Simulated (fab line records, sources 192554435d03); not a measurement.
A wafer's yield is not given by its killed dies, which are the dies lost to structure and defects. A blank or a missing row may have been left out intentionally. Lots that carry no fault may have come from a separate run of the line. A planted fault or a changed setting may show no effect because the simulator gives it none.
Which tool did it? | flow n5 finfet | 10 lots with 29 wafers sampled at 6 steps, on a route of 1938 steps

== WHAT THE GAUGES READ, wafer by wafer ==
N5_BEOL_M2_CD_MEAS_11: target cd 16.79 nm.
lot  | measured     | on        | cd nm (nm)
L785 | day 6 14:36  | cd sem-03 | 17.10 17.34 16.66
L786 | day 7 04:58  | cd sem-01 | 16.95 16.50 17.32
L793 | day 8 21:22  | cd sem-03 | 16.53 16.88 16.82
L798 | day 9 22:12  | cd sem-01 | 16.77 16.96 17.24
L797 | day 10 07:59 | cd sem-01 | 17.04 16.74 17.08
L800 | day 10 17:02 | cd sem-03 | 16.63 16.59 16.21
L801 | day 11 06:46 | cd sem-01 | 16.32 17.10 16.95
L802 | day 11 06:49 | cd sem-02 | 16.82 16.77 16.81
L804 | day 12 03:34 | cd sem-03 | 17.16 16.41
L805 | day 12 03:37 | cd sem-01 | 17.22 17.04 16.69

N5_BEOL_M2_OVL_MEAS_12.
lot  | measured     | on         | M2_OVL (nm)
L785 | day 6 14:38  | overlay-01 | 1.2 0.9 0.3
L786 | day 7 05:01  | overlay-01 | 0.7 0.7 0.9
L793 | day 8 21:23  | overlay-02 | 0.7 0.5 0.8
L798 | day 9 22:14  | overlay-02 | 0.6 -0.2 0.6
L797 | day 10 08:02 | overlay-02 | 13.3 12.8 13.3
L800 | day 10 17:04 | overlay-01 | 13.2 13.1 13.5
L801 | day 11 06:48 | overlay-02 | 0.7 0.7 0.5
L802 | day 11 06:50 | overlay-01 | 0.1 0.6 0.0
L804 | day 12 03:36 | overlay-02 | -0.2 -0.3
L805 | day 12 03:39 | overlay-01 | 1.3 1.4 1.2

N5_BEOL_M4_RC_MEAS_101.
lot  | measured     | on        | DIBL_N (mV/V)  | DIBL_P (mV/V)  | IOFF_N (nA/um) | IOFF_P (nA/um) | ION_N (uA/um) | ION_P (uA/um) | SS_N (mV/dec)  | SS_P (mV/dec)  | VT_N (mV)   | VT_P (mV)
L785 | day 9 02:22  | prober-02 | 36.8 34.5 35.9 | 36.2 33.7 34.8 | 0.19 0.15 0.18 | 0.25 0.22 0.22 | 686 673 683   | 468 466 469   | 71.4 71.3 71.5 | 74.0 73.4 73.4 | 246 252 245 | -245 -247 -249
L786 | day 10 01:57 | prober-02 | 33.3 38.8 31.5 | 32.4 39.3 30.2 | 0.09 0.19 0.08 | 0.16 0.26 0.13 | 644 676 636   | 452 469 452   | 70.7 71.5 70.1 | 71.9 74.8 72.3 | 259 250 262 | -254 -247 -256
L793 | day 11 10:42 | prober-02 | 35.6 36.0 32.7 | 36.7 35.2 32.9 | 0.16 0.15 0.11 | 0.20 0.17 0.16 | 667 651 653   | 461 445 454   | 71.5 72.3 70.0 | 73.4 73.0 73.2 | 247 253 254 | -250 -253 -254
L798 | day 13 00:13 | prober-01 | 38.7 38.1 36.4 | 38.6 38.9 36.6 | 0.21 0.21 0.16 | 0.25 0.25 0.21 | 703 696 677   | 473 480 455   | 71.7 71.5 70.9 | 74.1 73.7 73.3 | 243 244 248 | -249 -248 -250
L797 | day 13 12:01 | prober-02 | 37.6 33.3 38.7 | 39.6 33.2 41.4 | 0.18 0.12 0.20 | 0.24 0.15 0.28 | 667 664 664   | 456 453 460   | 72.1 70.7 72.3 | 74.0 72.2 74.4 | 250 253 247 | -249 -255 -250
L800 | day 13 12:47 | prober-02 | 37.3 35.9 33.9 | 36.0 32.5 32.2 | 0.16 0.13 0.11 | 0.23 0.17 0.17 | 677 642 643   | 461 446 449   | 71.2 70.9 70.0 | 73.4 72.0 71.7 | 248 254 252 | -247 -252 -249
L801 | day 14 08:44 | prober-01 | 35.4 36.4 34.7 | 36.2 38.3 35.6 | 0.16 0.19 0.14 | 0.21 0.23 0.19 | 656 682 649   | 459 465 455   | 71.1 71.7 71.7 | 74.2 74.2 73.3 | 251 247 253 | -250 -251 -250
L802 | day 13 11:56 | prober-01 | 37.2 33.4 35.6 | 36.8 33.5 34.8 | 0.19 0.13 0.16 | 0.27 0.20 0.23 | 692 670 662   | 484 467 469   | 72.1 70.7 71.8 | 74.2 73.6 73.9 | 245 251 249 | -244 -249 -244
L804 | day 14 05:31 | prober-01 | 36.3 35.6      | 36.1 35.6      | 0.14 0.12      | 0.17 0.15      | 664 648       | 456 443       | 72.5 71.6      | 73.6 73.0      | 254 254     | -256 -259
L805 | day 14 19:44 | prober-01 | 37.5 36.8 38.7 | 38.9 37.7 40.5 | 0.19 0.17 0.22 | 0.24 0.23 0.26 | 684 680 683   | 467 472 461   | 71.8 72.5 72.5 | 73.3 73.1 73.6 | 248 249 247 | -251 -248 -246

== TOOL THAT RAN EACH LOT (tool first, then ch and the chambers of the sampled wafers, then the start) ==
lot  | N5_BEOL_M1_ANNEAL_95         | N5_BEOL_M2_PECVD_72             | N5_BEOL_M2_EXPOSE_08
L785 | pvd sputter-01, day 6 11:25  | pecvd-01 ch 0, day 6 12:51      | euv scanner-01 ch 0, day 6 14:29
L786 | pvd sputter-02, day 7 01:14  | pecvd-01 ch 0,2, day 7 02:43    | euv scanner-02 ch 0, day 7 04:51
L793 | pvd sputter-02, day 8 18:39  | pecvd-04 ch 0,1,2, day 8 20:02  | euv scanner-02 ch 0, day 8 21:14
L798 | pvd sputter-02, day 9 19:54  | pecvd-03 ch 1,2, day 9 21:15    | euv scanner-02 ch 0, day 9 22:04
L797 | pvd sputter-02, day 10 04:58 | pecvd-01 ch 1,2, day 10 06:21   | euv scanner-02 ch 0, day 10 07:52
L800 | pvd sputter-02, day 10 13:20 | pecvd-01 ch 0,2, day 10 14:44   | euv scanner-02 ch 0, day 10 16:54
L801 | pvd sputter-01, day 11 04:35 | pecvd-03 ch 0,1,2, day 11 06:00 | euv scanner-01 ch 0, day 11 06:38
L802 | pvd sputter-03, day 11 05:00 | pecvd-04 ch 0,1, day 11 06:22   | euv scanner-01 ch 0, day 11 06:41
L804 | pvd sputter-03, day 12 01:00 | pecvd-04 ch 0,1, day 12 02:25   | euv scanner-01 ch 0, day 12 03:26
L805 | pvd sputter-02, day 12 01:13 | pecvd-04 ch 0,1,2, day 12 02:36 | euv scanner-01 ch 0, day 12 03:29
- N5_BEOL_M1_ANNEAL_95: time 240 s.
- N5_BEOL_M2_PECVD_72: deposits SiO2 from TEOS/O2, target thk 16 nm, time 18 s.
- N5_BEOL_M2_EXPOSE_08: exposes mask M2.

== WHAT THE TOOLS THEMSELVES READ (means of the sampled wafers that have a number; where no wafer has one, the mark that the record gives instead) ==
N5_BEOL_M1_ANNEAL_95.
lot  | tool           | heater power w (W)
L785 | pvd sputter-01 | 843
L786 | pvd sputter-02 | 775
L793 | pvd sputter-02 | 784
L798 | pvd sputter-02 | 788
L797 | pvd sputter-02 | 730
L800 | pvd sputter-02 | 759
L801 | pvd sputter-01 | 877
L802 | pvd sputter-03 | 834
L804 | pvd sputter-03 | 816
L805 | pvd sputter-02 | 775

N5_BEOL_M2_PECVD_72.
lot  | tool     | heater power w (W) | showerhead plenum p Torr (Torr) | showerhead vpp V (V) | throttle valve pct (%)
L785 | pecvd-01 | 721                | 8.76                            | 1239                 | 23.6
L786 | pecvd-01 | 767                | 8.77                            | 1210                 | 22.7
L793 | pecvd-04 | 728                | 8.79                            | 1339                 | 23.9
L798 | pecvd-03 | 881                | 8.80                            | 1297                 | 21.5
L797 | pecvd-01 | 646                | 8.78                            | 1215                 | 22.1
L800 | pecvd-01 | 763                | 8.79                            | 1167                 | 22.2
L801 | pecvd-03 | 871                | 8.81                            | 1281                 | 23.2
L802 | pecvd-04 | 695                | 8.83                            | 1323                 | 25.9
L804 | pecvd-04 | 674                | 8.86                            | 1326                 | 25.1
L805 | pecvd-04 | 765                | 8.79                            | 1355                 | 24.2

== THE ANSWER, worked out from the rows above alone ==
Rule: the lots themselves supply what counts as usual. The widest of any qualifying gaps counts: lots, ordered by their means at a reading, are off when they make up no more than a third of the lots, leave a main group of 4 or more, and stand apart from it by 3 or more times the standard deviation of that group's means. If all means in a main group match to the digits the tables above print for the reading, that group is not used. Also off: a lot with no number at a reading for which 4 or more lots have one. The other lots that the step has rows for count as sound. First the gauges in route order, then the tools' own readings, where a lot's mean is used as printed above. The first step at which some lot is off is used, and at that step the reading that is off furthest; a lot without a number counts as furthest.
Off: at N5_BEOL_M2_OVL_MEAS_12 (M2_OVL), L797, L800. The main group has a mean of 0.6 nm with a standard deviation of 0.43.
A tool fits if, at a process step before that reading, it ran every lot that is off, and no sound lot after the first of them. Those tools and the gauges at N5_BEOL_M2_OVL_MEAS_12 are tried in the same way. This does not decide it: 2 tools fit, namely pecvd-01 at N5_BEOL_M2_PECVD_72 and euv scanner-02 at N5_BEOL_M2_EXPOSE_08.

== WHAT WAS PUT IN BY THE SIMULATOR ==
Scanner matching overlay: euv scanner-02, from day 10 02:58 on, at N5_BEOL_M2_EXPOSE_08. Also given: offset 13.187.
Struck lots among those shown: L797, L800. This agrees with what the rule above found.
